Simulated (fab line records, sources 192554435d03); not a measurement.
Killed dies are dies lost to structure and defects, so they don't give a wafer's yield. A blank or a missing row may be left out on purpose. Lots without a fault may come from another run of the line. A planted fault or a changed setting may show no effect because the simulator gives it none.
Chamber matching | flow n5_finfet | N5_BEOL_M3_CO_CAP_55 on cvd_co-01: 3 sister chambers
The step material Co, precursor CCTBA/H2, target thk 2 nm, time 102.1 s. 6 wafers are shown with their chamber, then 12 later ones without.

WAFERS WITH THEIR CHAMBER
wafer  | chamber | heater_power_w (W)
L087.5 | 0       | 185
L090.4 | 0       | 187
L090.6 | 2       | 271
L091.1 | 1       | 259
L091.2 | 2       | 277
L091.4 | 1       | 257

WAFERS WITHOUT THEIR CHAMBER
wafer  | heater_power_w (W)
L093.1 | 183
L093.2 | 256
L093.4 | 187
L092.1 | 250
L092.4 | 254
L092.5 | 277
L094.3 | 248
L094.5 | 281
L094.6 | 185
L096.1 | 183
L096.3 | 278
L096.4 | 256

WHICH CHAMBER EACH WENT THROUGH
wafer  | from the rows above | in truth
L093.1 | 0                   | 0
L093.2 | 1                   | 1
L093.4 | 0                   | 0
L092.1 | 1                   | 1
L092.4 | 1                   | 1
L092.5 | 2                   | 2
L094.3 | 1                   | 1
L094.5 | 2                   | 2
L094.6 | 0                   | 0
L096.1 | 0                   | 0
L096.3 | 2                   | 2
L096.4 | 1                   | 1
Placed correctly: 12 of 12. Can't be placed from these rows: 0. Placed wrongly: 0.
How it was worked out, from the rows above alone: a wafer's distance from a chamber is the root of the sum, over the readings, of the square of ((its reading less the chamber's mean) divided by the reading's scatter). The wafer belongs to the nearest chamber; if the next one is less than 2 further off, it can't be placed. A chamber's mean is the mean of its shown wafers. The scatter: the root of (the sum of the squares of (reading less its chamber's mean) over the shown wafers, divided by (wafers less chambers)).
